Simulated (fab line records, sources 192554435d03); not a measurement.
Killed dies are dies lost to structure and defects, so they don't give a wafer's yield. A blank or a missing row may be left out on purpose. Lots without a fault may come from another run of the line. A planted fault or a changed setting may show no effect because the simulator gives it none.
Which tool did it? | flow n5_finfet | 24 lots, 72 wafers sampled, at 2 steps of a route of 1938

WHAT THE GAUGES READ, wafer by wafer
N5_BEOL_M14_CD_MEAS_28: target cd 284.4 nm.
lot  | measured     | on        | cd_nm (nm)
L074 | day 10 20:24 | cd_sem-02 | 286.0 281.6 288.2
L075 | day 10 21:04 | cd_sem-02 | 284.8 286.8 287.6
L076 | day 11 20:53 | cd_sem-02 | 286.0 285.4 286.0
L077 | day 11 21:30 | cd_sem-03 | 283.8 280.0 284.7
L078 | day 12 00:55 | cd_sem-01 | 281.3 286.9 285.0
L081 | day 12 14:47 | cd_sem-03 | 286.1 284.5 287.2
L079 | day 12 18:19 | cd_sem-03 | 288.8 285.5 284.5
L080 | day 12 23:05 | cd_sem-03 | 282.8 284.0 283.5
L082 | day 13 05:58 | cd_sem-02 | 282.0 286.8 283.5
L083 | day 13 22:28 | cd_sem-03 | 285.2 285.7 285.7
L084 | day 14 03:04 | cd_sem-02 | 284.2 282.1 284.9
L085 | day 14 09:38 | cd_sem-02 | 285.7 281.8 283.2
L086 | day 14 10:42 | cd_sem-03 | 287.4 283.6 288.2
L088 | day 14 17:10 | cd_sem-02 | 284.5 283.5 283.9
L087 | day 14 22:31 | cd_sem-01 | 286.2 287.0 287.2
L089 | day 15 01:40 | cd_sem-02 | 285.7 284.9 285.6
L091 | day 15 07:46 | cd_sem-01 | 283.4 284.1 286.8
L090 | day 15 10:45 | cd_sem-01 | 286.6 286.5 286.0
L093 | day 16 05:09 | cd_sem-01 | 287.5 284.0 287.0
L092 | day 16 08:19 | cd_sem-03 | 284.0 282.5 283.6
L095 | day 16 10:47 | cd_sem-02 | 285.2 288.3 288.2
L094 | day 16 12:20 | cd_sem-03 | 284.7 283.4 281.6
L097 | day 16 13:45 | cd_sem-02 | 283.0 285.1 287.2
L096 | day 16 17:08 | cd_sem-01 | 287.0 286.9 287.6

N5_BEOL_M14_INSPECT_30: inspects for defects (macro).
lot  | measured     | on                | raw_defect_count
L074 | day 10 20:27 | defect_inspect-02 | 1 2 3
L075 | day 10 21:07 | defect_inspect-02 | 3 2 2
L076 | day 11 20:56 | defect_inspect-02 | 2 2 2
L077 | day 11 21:33 | defect_inspect-02 | 3 4 4
L078 | day 12 00:58 | defect_inspect-01 | 3 3 2
L081 | day 12 14:50 | defect_inspect-01 | 3 0 5
L079 | day 12 18:22 | defect_inspect-01 | 2 2 2
L080 | day 12 23:08 | defect_inspect-01 | 1 1 1
L082 | day 13 06:01 | defect_inspect-01 | 1 0 2
L083 | day 13 22:31 | defect_inspect-01 | 2 1 0
L084 | day 14 03:07 | defect_inspect-01 | 1 1 2
L085 | day 14 09:42 | defect_inspect-01 | 4 0 1
L086 | day 14 10:46 | defect_inspect-01 | 4 1 2
L088 | day 14 17:13 | defect_inspect-01 | 2 6 1
L087 | day 14 22:34 | defect_inspect-01 | 1 4 2
L089 | day 15 01:43 | defect_inspect-01 | 2 2 1
L091 | day 15 07:49 | defect_inspect-02 | 1 2 1
L090 | day 15 10:48 | defect_inspect-02 | 4 2 2
L093 | day 16 05:12 | defect_inspect-01 | 3 3 1
L092 | day 16 08:22 | defect_inspect-02 | 2 1 1
L095 | day 16 10:51 | defect_inspect-02 | 1 4 1
L094 | day 16 12:23 | defect_inspect-01 | 3 3 3
L097 | day 16 13:49 | defect_inspect-02 | 1 4 0
L096 | day 16 17:11 | defect_inspect-01 | 3 5 3

WHICH TOOL RAN EACH LOT (tool, then ch and the chambers of the sampled wafers, then the start)
The record holds no process step before these readings.

WHAT THE TOOLS THEMSELVES READ (means of the sampled wafers that have a number; where no wafer has one, the mark that the record gives instead)
The record holds no such reading with a usual standard deviation.

THE ANSWER, worked out from the rows above alone
Rule: what is usual is taken from the lots themselves. Put in order of their means at a reading, lots are off if they are a third of the lots or fewer, leave a main group of 4 or more, and stand apart from it by a gap of 3 or more times the standard deviation of the main group's means; of several such gaps the widest counts. A main group whose means are all the same, to the digits that the tables above print for the reading, isn't used. A lot without any number at a reading at which 4 lots or more have one is off too. The other lots that the step has rows for count as sound. The gauges are gone through in route order, then the tools' own readings, and for those a lot's mean is taken as printed above. The first step at which some lot is off is used, and at that step the reading that is off furthest; a lot without a number counts as furthest.
No lot is off at any reading shown: from this, nothing can be told.

WHAT THE SIMULATOR HAD PUT IN
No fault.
